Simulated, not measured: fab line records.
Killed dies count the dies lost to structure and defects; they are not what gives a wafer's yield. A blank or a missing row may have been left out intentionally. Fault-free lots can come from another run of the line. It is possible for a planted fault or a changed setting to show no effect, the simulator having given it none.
The tool behind it: which one? | flow n5-finfet | Sampling: 21 lots, 63 wafers, 5 of 1938 route steps

== WHAT THE GAUGES SHOWED, per wafer ==
N5_ILD0_INSPECT_06: inspects for defects (darkfield). Usual: raw-defect-count reads 38 (standard deviation 19).
lot  | measured    | on                | raw-defect-count | flag
L074 | day 3 17:07 | defect-inspect-01 | 37 25 26         |
L075 | day 3 23:19 | defect-inspect-01 | 14 14 27         |
L076 | day 4 05:59 | defect-inspect-02 | 35 35 56         |
L077 | day 4 13:38 | defect-inspect-01 | 15 16 21         |
L079 | day 5 01:56 | defect-inspect-01 | 40 61 51         |
L081 | day 5 12:03 | defect-inspect-01 | 38 63 48         |
L082 | day 5 19:33 | defect-inspect-02 | 58 37 42         |
L083 | day 5 21:40 | defect-inspect-02 | 29 20 42         |
L085 | day 6 11:34 | defect-inspect-01 | 20 31 32         |
L086 | day 6 19:19 | defect-inspect-01 | 46 19 61         |
L087 | day 7 03:46 | defect-inspect-01 | 33 42 43         |
L088 | day 7 06:08 | defect-inspect-02 | 32 56 41         |
L089 | day 7 13:28 | defect-inspect-02 | 37 18 16         |
L090 | day 7 18:25 | defect-inspect-02 | 49 35 64         |
L091 | day 8 00:04 | defect-inspect-02 | 30 43 33         |
L092 | day 8 04:14 | defect-inspect-02 | 35 25 35         |
L093 | day 8 12:59 | defect-inspect-02 | 28 20 25         |
L094 | day 8 19:29 | defect-inspect-02 | 40 60 34         |
L095 | day 9 02:14 | defect-inspect-02 | 16 26 23         |
L096 | day 9 04:16 | defect-inspect-02 | 66 52 85         |
L097 | day 9 13:50 | defect-inspect-01 | 29 23 65         |

N5_DUMMY_REMOVAL_INSPECT_06: inspects for defects (brightfield). Usual: raw-defect-count reads 12 (standard deviation 6.2).
lot  | measured    | on                | raw-defect-count | flag
L074 | day 3 21:49 | defect-inspect-01 | 8 9 12           |
L075 | day 4 04:05 | defect-inspect-01 | 16 26 12         |
L076 | day 4 11:04 | defect-inspect-01 | 11 16 39         |
L077 | day 4 19:20 | defect-inspect-01 | 13 13 8          |
L079 | day 5 07:02 | defect-inspect-02 | 7 9 6            |
L081 | day 5 16:48 | defect-inspect-02 | 13 6 14          |
L082 | day 6 00:52 | defect-inspect-01 | 16 16 13         |
L083 | day 6 02:44 | defect-inspect-01 | 4 6 17           |
L085 | day 6 16:41 | defect-inspect-01 | 24 8 10          |
L086 | day 7 00:07 | defect-inspect-01 | 10 10 17         |
L087 | day 7 09:10 | defect-inspect-02 | 11 4 15          |
L088 | day 7 10:52 | defect-inspect-02 | 10 3 11          |
L089 | day 7 18:16 | defect-inspect-02 | 17 17 8          |
L090 | day 7 23:14 | defect-inspect-02 | 13 12 18         |
L091 | day 8 05:16 | defect-inspect-02 | 6 9 16           |
L092 | day 8 08:58 | defect-inspect-02 | 3 3 3            |
L093 | day 8 18:05 | defect-inspect-02 | 7 6 13           |
L094 | day 9 00:22 | defect-inspect-02 | 25 17 11         |
L095 | day 9 07:13 | defect-inspect-01 | 6 9 9            |
L096 | day 9 10:53 | defect-inspect-02 | 20 17 4          |
L097 | day 9 18:46 | defect-inspect-02 | 29 11 18         |

== TOOL THAT RAN EACH LOT (tool first, then ch and the chambers of the sampled wafers, then the start) ==
lot  | N5_SD_EPI_P_ETCH_36               | N5_SDB_CMP_30                | N5_DUMMY_REMOVAL_STRIP_10
L074 | rie-diel-06 ch 1,2,3, day 3 04:42 | cmp-01 ch 0,1,3, day 3 21:20 | rie-diel-02 ch 0,2,3, day 3 21:38
L075 | rie-diel-04 ch 0,1,3, day 3 12:34 | cmp-01 ch 1,2,3, day 4 03:34 | rie-diel-06 ch 0,1,3, day 4 03:55
L076 | rie-diel-02 ch 1,2,3, day 3 18:33 | cmp-03 ch 0,1,2, day 4 10:34 | rie-diel-04 ch 0,1,3, day 4 10:55
L077 | rie-diel-04 ch 0,1,3, day 4 02:53 | cmp-01 ch 2,3, day 4 18:47   | rie-diel-02 ch 0,1,3, day 4 19:11
L079 | rie-diel-06 ch 1,2,3, day 4 13:11 | cmp-03 ch 0,1,2, day 5 06:22 | rie-diel-02 ch 1,2,3, day 5 06:53
L081 | rie-diel-02 ch 0,3, day 5 01:09   | cmp-03 ch 0,1,3, day 5 16:17 | rie-diel-06 ch 0,2,3, day 5 16:38
L082 | rie-diel-02 ch 0,1,2, day 5 07:47 | cmp-03 ch 1,2, day 6 00:02   | rie-diel-04 ch 0,1,2, day 6 00:43
L083 | rie-diel-02 ch 0,1,2, day 5 10:58 | cmp-04 ch 0,3, day 6 02:11   | rie-diel-02 ch 0,2,3, day 6 02:34
L085 | rie-diel-02 ch 2,3, day 6 00:45   | cmp-03 ch 0,2,3, day 6 16:03 | rie-diel-06 ch 0,1, day 6 16:32
L086 | rie-diel-02 ch 0,1,2, day 6 06:47 | cmp-04 ch 0,2,3, day 6 23:21 | rie-diel-02 ch 1,2, day 6 23:58
L087 | rie-diel-02 ch 1,3, day 6 16:59   | cmp-01 ch 1,2, day 7 08:38   | rie-diel-02 ch 0,3, day 7 09:00
L088 | rie-diel-06 ch 0,1, day 6 19:25   | cmp-04 ch 1,2,3, day 7 10:09 | rie-diel-06 ch 0,1,2, day 7 10:42
L089 | rie-diel-06 ch 1,2, day 7 02:23   | cmp-03 ch 1,2, day 7 17:45   | rie-diel-02 ch 0,1, day 7 18:07
L090 | rie-diel-04 ch 1,3, day 7 06:00   | cmp-01 ch 1,2, day 7 22:41   | rie-diel-06 ch 1,3, day 7 23:05
L091 | rie-diel-04 ch 0,3, day 7 12:11   | cmp-03 ch 2,3, day 8 04:43   | rie-diel-02 ch 0,2,3, day 8 05:06
L092 | rie-diel-02 ch 0,1, day 7 16:35   | cmp-04 ch 0,2,3, day 8 08:14 | rie-diel-04 ch 0,1, day 8 08:37
L093 | rie-diel-04 ch 0,1, day 8 01:25   | cmp-03 ch 0,3, day 8 17:32   | rie-diel-02 ch 1,2,3, day 8 17:55
L094 | rie-diel-04 ch 0,2,3, day 8 07:32 | cmp-01 ch 0,1,3, day 8 23:49 | rie-diel-06 ch 1,2, day 9 00:13
L095 | rie-diel-04 ch 0,2, day 8 12:55   | cmp-03 ch 0,1, day 9 06:42   | rie-diel-04 ch 0,3, day 9 07:03
L096 | rie-diel-02 ch 0,1,3, day 8 17:02 | cmp-01 ch 0,1,2, day 9 10:20 | rie-diel-06 ch 0,1,3, day 9 10:44
L097 | rie-diel-02 ch 1,2,3, day 9 01:21 | cmp-04 ch 1,2,3, day 9 18:14 | rie-diel-04 ch 1,2, day 9 18:35
- N5_SD_EPI_P_ETCH_36: etches SiARC in CF4, target depth 45.5 nm, time 75.8 s.
- N5_SDB_CMP_30: polishes, stops on poly-Si, t overpolish 1.54 s, target thk 30 nm.
- N5_DUMMY_REMOVAL_STRIP_10: strips in N2/H2, time 40 s.

== AS READ BY THE TOOLS THEMSELVES (means over the sampled wafers that have a number; for cases with no such wafer, the mark the record gives instead) ==
N5_SD_EPI_P_ETCH_36. Usual: chamber-pressure-mTorr 40.00 mTorr, standard deviation 0.034; drypump-motor-current-A 5.8 A, standard deviation 0.56; etch-rf-on-time-s 75.8 s, standard deviation 2.9; mfc-ar-sccm 99.93 sccm, standard deviation 0.3; oes-product-au 0.64 a.u., standard deviation 0.06; rf-vpp-V 184.2 V, standard deviation 1.3; showerhead-plenum-p-Torr 2.16 Torr, standard deviation 0.072; throttle-valve-pct 15.58 %, standard deviation 0.17.
lot  | tool        | chamber-pressure-mTorr (mTorr) | drypump-motor-current-A (A) | etch-rf-on-time-s (s) | mfc-ar-sccm (sccm) | oes-product-au (a.u.) | rf-vpp-V (V) | showerhead-plenum-p-Torr (Torr) | throttle-valve-pct (%) | flag
L074 | rie-diel-06 | 40.02                          | 5.6                         | 76.0                  | 100.08             | 0.67                  | 182.9        | 2.11                            | 15.55                  |
L075 | rie-diel-04 | 39.99                          | 5.8                         | 77.6                  | 99.84              | 0.64                  | 184.5        | 2.18                            | 15.56                  |
L076 | rie-diel-02 | 40.01                          | 6.0                         | 76.5                  | 100.04             | 0.63                  | 184.4        | 2.14                            | 15.53                  |
L077 | rie-diel-04 | 40.01                          | 5.8                         | 77.9                  | 100.10             | 0.63                  | 184.1        | 2.17                            | 15.56                  |
L079 | rie-diel-06 | 40.02                          | 5.6                         | 73.7                  | 99.98              | 0.75                  | 183.5        | 2.11                            | 15.39                  |
L081 | rie-diel-02 | 39.99                          | 6.5                         | 77.7                  | 99.95              | 0.61                  | 184.6        | 2.16                            | 15.67                  |
L082 | rie-diel-02 | 39.99                          | 6.0                         | 73.2                  | 100.34             | 0.62                  | 184.7        | 2.15                            | 15.59                  |
L083 | rie-diel-02 | 40.01                          | 5.9                         | 73.2                  | 99.84              | 0.62                  | 183.8        | 2.15                            | 15.59                  |
L085 | rie-diel-02 | 40.02                          | 6.3                         | 76.6                  | 99.97              | 0.63                  | 183.5        | 2.08                            | 15.59                  |
L086 | rie-diel-02 | 39.98                          | 5.9                         | 73.0                  | 100.00             | 0.62                  | 184.5        | 2.15                            | 15.60                  |
L087 | rie-diel-02 | 40.00                          | 5.5                         | 76.7                  | 99.90              | 0.61                  | 184.4        | 2.19                            | 15.54                  |
L088 | rie-diel-06 | 39.97                          | 5.6                         | 74.8                  | 99.92              | 0.69                  | 184.7        | 2.18                            | 15.38                  |
L089 | rie-diel-06 | 40.03                          | 5.9                         | 74.2                  | 99.56              | 0.76                  | 183.5        | 2.12                            | 15.47                  |
L090 | rie-diel-04 | 39.99                          | 6.2                         | 77.3                  | 99.83              | 0.61                  | 183.8        | 2.17                            | 15.55                  |
L091 | rie-diel-04 | 40.01                          | 5.5                         | 79.1                  | 99.68              | 0.62                  | 185.0        | 2.16                            | 15.67                  |
L092 | rie-diel-02 | 39.96                          | 5.5                         | 72.9                  | 100.14             | 0.69                  | 185.2        | 2.21                            | 15.41                  |
L093 | rie-diel-04 | 40.01                          | 5.9                         | 75.7                  | 100.20             | 0.63                  | 185.6        | 2.23                            | 15.52                  |
L094 | rie-diel-04 | 40.00                          | 5.3                         | 77.0                  | 100.23             | 0.62                  | 184.2        | 2.16                            | 15.70                  |
L095 | rie-diel-04 | 39.96                          | 5.2                         | 76.2                  | 99.56              | 0.64                  | 185.6        | 2.22                            | 15.63                  |
L096 | rie-diel-02 | 40.00                          | 6.0                         | 75.4                  | 99.94              | 0.68                  | 185.1        | 2.18                            | 15.49                  |
L097 | rie-diel-02 | 39.98                          | 5.9                         | 76.9                  | 99.87              | 0.61                  | 183.7        | 2.12                            | 15.60                  |

N5_SDB_CMP_30. Usual: head-pressure-psi 4.149 psi, standard deviation 0.0088; motor-current-A 12.4 A, standard deviation 1.2; overpolish-run-s 1.541 s, standard deviation 0.0082; time-to-endpoint-s 17.7 s, standard deviation 3.
lot  | tool   | head-pressure-psi (psi) | motor-current-A (A) | overpolish-run-s (s) | time-to-endpoint-s (s) | flag
L074 | cmp-01 | 4.148                   | 12.4                | 1.546                | 16.3                   |
L075 | cmp-01 | 4.151                   | 12.8                | 1.540                | 16.5                   |
L076 | cmp-03 | 4.152                   | 11.5                | 1.542                | 21.1                   |
L077 | cmp-01 | 4.146                   | 12.2                | 1.548                | 17.3                   |
L079 | cmp-03 | 4.147                   | 11.7                | 1.533                | 16.7                   |
L081 | cmp-03 | 4.146                   | 11.8                | 1.540                | 20.1                   |
L082 | cmp-03 | 4.142                   | 11.5                | 1.542                | 20.2                   |
L083 | cmp-04 | 4.143                   | 14.6                | 1.544                | 20.2                   |
L085 | cmp-03 | 4.155                   | 11.8                | 1.539                | 17.5                   |
L086 | cmp-04 | 4.150                   | 13.8                | 1.540                | 18.7                   |
L087 | cmp-01 | 4.160                   | 12.1                | 1.536                | 16.1                   |
L088 | cmp-04 | 4.144                   | 13.2                | 1.545                | 17.7                   |
L089 | cmp-03 | 4.148                   | 11.8                | 1.543                | 15.7                   |
L090 | cmp-01 | 4.147                   | 12.8                | 1.532                | 18.1                   |
L091 | cmp-03 | 4.144                   | 11.8                | 1.546                | 16.6                   |
L092 | cmp-04 | 4.146                   | 13.8                | 1.539                | 18.1                   |
L093 | cmp-03 | 4.145                   | 11.6                | 1.541                | 19.7                   |
L094 | cmp-01 | 4.140                   | 12.8                | 1.543                | 14.3                   |
L095 | cmp-03 | 4.150                   | 12.3                | 1.549                | 16.6                   |
L096 | cmp-01 | 4.146                   | 12.1                | 1.550                | 13.1                   |
L097 | cmp-04 | 4.149                   | 13.6                | 1.547                | 18.4                   |

N5_DUMMY_REMOVAL_STRIP_10. Usual: chamber-pressure-mTorr is 100.00 mTorr with standard deviation 0.11, drypump-motor-current-A is 5.8 A with standard deviation 0.54, oes-product-au is 0.76 a.u. with standard deviation 0.082, rf-vpp-V is 45.3 V with standard deviation 0.88, showerhead-plenum-p-Torr is 3.39 Torr with standard deviation 0.11, temp-c is 40.01 C with standard deviation 0.095, and throttle-valve-pct is 12.18 % with standard deviation 0.25.
lot  | tool        | chamber-pressure-mTorr (mTorr) | drypump-motor-current-A (A) | oes-product-au (a.u.) | rf-vpp-V (V) | showerhead-plenum-p-Torr (Torr) | temp-c (C) | throttle-valve-pct (%) | flag
L074 | rie-diel-02 | 100.04                         | 6.4                         | 0.74                  | 45.2         | 3.37                            | 39.95      | 12.24                  |
L075 | rie-diel-06 | 100.09                         | 5.5                         | 0.79                  | 45.6         | 3.40                            | 39.97      | 12.11                  |
L076 | rie-diel-04 | 100.05                         | 5.8                         | 0.73                  | 45.3         | 3.43                            | 40.04      | 12.19                  |
L077 | rie-diel-02 | 99.93                          | 6.0                         | 0.72                  | 45.3         | 3.44                            | 40.02      | 12.19                  |
L079 | rie-diel-02 | 100.03                         | 6.0                         | 0.73                  | 44.6         | 3.37                            | 40.05      | 12.19                  |
L081 | rie-diel-06 | 100.05                         | 5.8                         | 0.81                  | 45.2         | 3.36                            | 39.98      | 12.30                  |
L082 | rie-diel-04 | 99.98                          | 5.5                         | 0.75                  | 45.7         | 3.51                            | 39.97      | 12.20                  |
L083 | rie-diel-02 | 100.07                         | 6.4                         | 0.72                  | 45.5         | 3.36                            | 40.04      | 12.29                  |
L085 | rie-diel-06 | 99.98                          | 5.8                         | 0.78                  | 45.6         | 3.48                            | 40.05      | 12.20                  |
L086 | rie-diel-02 | 99.98                          | 5.5                         | 0.72                  | 45.9         | 3.39                            | 40.11      | 12.15                  |
L087 | rie-diel-02 | 99.97                          | 6.5                         | 0.81                  | 44.7         | 3.40                            | 39.98      | 12.11                  |
L088 | rie-diel-06 | 100.00                         | 5.8                         | 0.83                  | 45.8         | 3.40                            | 39.97      | 12.09                  |
L089 | rie-diel-02 | 99.92                          | 5.6                         | 0.80                  | 46.2         | 3.46                            | 39.95      | 11.94                  |
L090 | rie-diel-06 | 100.02                         | 5.3                         | 0.76                  | 45.7         | 3.30                            | 40.09      | 12.16                  |
L091 | rie-diel-02 | 100.04                         | 6.4                         | 0.80                  | 45.0         | 3.35                            | 39.99      | 12.10                  |
L092 | rie-diel-04 | 100.01                         | 5.7                         | 0.74                  | 45.9         | 3.52                            | 40.00      | 12.25                  |
L093 | rie-diel-02 | 99.99                          | 5.9                         | 0.71                  | 45.8         | 3.36                            | 40.00      | 12.26                  |
L094 | rie-diel-06 | 100.06                         | 5.7                         | 0.85                  | 44.9         | 3.36                            | 40.03      | 11.84                  |
L095 | rie-diel-04 | 100.09                         | 5.7                         | 0.70                  | 45.2         | 3.30                            | 40.13      | 12.33                  |
L096 | rie-diel-06 | 100.03                         | 5.5                         | 0.75                  | 45.0         | 3.38                            | 40.04      | 12.21                  |
L097 | rie-diel-04 | 99.98                          | 5.8                         | 0.71                  | 45.8         | 3.49                            | 39.96      | 12.22                  |

== THE ANSWER, worked out from the rows above alone ==
Rule: a lot counts as off when the mean over its wafers that have a number is more than 3 standard deviations away from the usual mean. A lot without any number at a reading at which 4 lots or more have one is off too. Any other lot the step has rows for is counted as sound. After the gauges, taken in route order, come the tools' own readings; for these a lot's mean is taken, as printed above. At the first step where some lot is off, the reading lying furthest off is the one used; lots without a number count as furthest.
Across all readings shown, no lot is off: no conclusion can be drawn from this.

== WHAT WAS PUT IN BY THE SIMULATOR ==
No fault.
